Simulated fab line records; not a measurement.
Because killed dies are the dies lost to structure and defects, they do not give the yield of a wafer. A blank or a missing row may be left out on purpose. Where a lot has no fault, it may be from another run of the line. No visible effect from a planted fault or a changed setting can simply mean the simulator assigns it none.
Comparing a struck lot with a sound one + flow nand harc + 14 out of 1159 route steps
Sound: wafers L935.1, L935.2, L935.4. Struck: wafer L930.1. (L930.6 of the same lot was not struck and is left out.) The cause comes at the end.
Per side, at each step with rows, come the tool, then ch with its chambers, and then its first start. Under that, the readings that differ: sound wafers + struck wafers + difference of the means + sigmas: that difference in standard deviations of wafers without a fault.
alike: readings whose means differ by less than 2 such deviations, and words and numbers that are the same on both sides. not compared: withheld readings, readings that some wafer has no value for, bounds like >300 that may hide the same value, and numbers for which the record gives no deviation and whose values overlap.
A row with sigmas, a row that says differs or no value, or rows on one side alone: a step with any of these is where the two part. Numbers that have no deviation but don't overlap get no sigmas and don't part them. A reading missing from all wafers of one side parts the sides only when that side holds two or more wafers.

first, 1 step without rows for these wafers: NHARC_A_CHANNEL_HOLE_D1_STRIP_43 (strips in O2/COS).
NHARC_A_CHANNEL_HOLE_D1_ETCH_44: etches the open film in CF4/O2, target depth 140 nm, overetch 14 nm, time 77 s.
  sound on rie diel-04 ch 1,2,3, day 13 10:47; struck on rie diel-04 ch 0, day 12 09:13
| reading                | sound             | struck | difference | sigmas |
|------------------------|-------------------|--------|------------|--------|
| rf hours counter h (h) | 0 0 0             | 9      | +9         |        |
| rf vpp V (V)           | 197.2 195.9 196.1 | 199.6  | +3.2       | +2     |
  alike: chamber pressure mTorr, drypump motor current A, oes product au, showerhead plenum p Torr, throttle valve pct
NHARC_A_CHANNEL_HOLE_D1_STRIP_27: strips in O2.
  sound: rie diel-04 ch 0,1,2; struck: rie diel-04 ch 0
| reading                | sound | struck | difference | sigmas |
|------------------------|-------|--------|------------|--------|
| rf hours counter h (h) | 0 0 0 | 9      | +9         |        |
  alike: chamber pressure mTorr, drypump motor current A, oes product au, rf vpp V, showerhead plenum p Torr, throttle valve pct
then, 2 steps without rows for these wafers: NHARC_A_CHANNEL_HOLE_D1_PRECLEAN_28 (cleans in SC1); NHARC_A_CHANNEL_HOLE_D1_SRD_29.
NHARC_A_CHANNEL_HOLE_D1_CD_MEAS_30:
  struck on cd sem-01, day 12 10:01; sound on cd sem-01, day 13 11:35
  alike: cd nm
next, for these wafers, 1 step has no rows: NHARC_A_CHANNEL_HOLE_D1_XSEM_31.
NHARC_A_CHANNEL_HOLE_D1_INSPECT_40:
  struck on defect inspect-01, day 12 10:12; sound on defect inspect-02, day 13 11:47
  alike: raw defect count
then, 2 steps without rows for these wafers: NHARC_A_CHANNEL_FILL_D1_PRECLEAN_00 (cleans in SC1); NHARC_A_CHANNEL_FILL_D1_SRD_01.
NHARC_A_CHANNEL_FILL_D1_ALD_02: deposits SiO2, target thk 6 nm, pulse time 10 s, ald cycles 60.
  sound on ald hk-04 ch 0,1,3, day 13 11:59; struck on ald hk-04 ch 0, day 12 10:28
| reading            | sound       | struck | difference | sigmas |
|--------------------|-------------|--------|------------|--------|
| heater power w (W) | 494 422 462 | 387    | -72        | -2     |
  alike: precursor pulse height rel, susceptor temp C
  not compared: ald cycles
NHARC_A_CHANNEL_FILL_D1_ALD_03: deposits SiNx, target thk 6 nm, pulse time 60 s, ald cycles 58.
  sound: ald sin batch-02 ch 0; struck: ald sin batch-02 ch 0
  alike: precursor pulse height rel, susceptor temp C
  not compared: ald cycles
NHARC_A_CHANNEL_FILL_D1_ALD_14: deposits SiO2, target thk 2.5 nm, pulse time 10 s, ald cycles 25.
  sound on ald hk-01 ch 0,2,3, day 13 19:27; struck on ald hk-04 ch 2, day 12 17:03
| reading    | sound    | struck | difference | sigmas |
|------------|----------|--------|------------|--------|
| ald cycles | 25 25 25 | 22     | -3         |        |
  alike: heater power w, precursor pulse height rel
  not compared: susceptor temp C
NHARC_A_CHANNEL_FILL_D1_ALD_15: deposits SiNx, target thk 2 nm, pulse time 60 s, ald cycles 19.
  sound on ald sin batch-01 ch 0, day 13 22:48; struck on ald sin batch-01 ch 0
| reading                    | sound             | struck | difference | sigmas |
|----------------------------|-------------------|--------|------------|--------|
| precursor pulse height rel | 0.996 1.004 1.004 | 1.049  | +0.048     | +3     |
  alike: susceptor temp C
  not compared: ald cycles

WHERE THEY PART
Last at NHARC_A_CHANNEL_FILL_D1_ALD_15 as far as this record goes, first at NHARC_A_CHANNEL_HOLE_D1_ETCH_44.

WHY: what the simulator had put in
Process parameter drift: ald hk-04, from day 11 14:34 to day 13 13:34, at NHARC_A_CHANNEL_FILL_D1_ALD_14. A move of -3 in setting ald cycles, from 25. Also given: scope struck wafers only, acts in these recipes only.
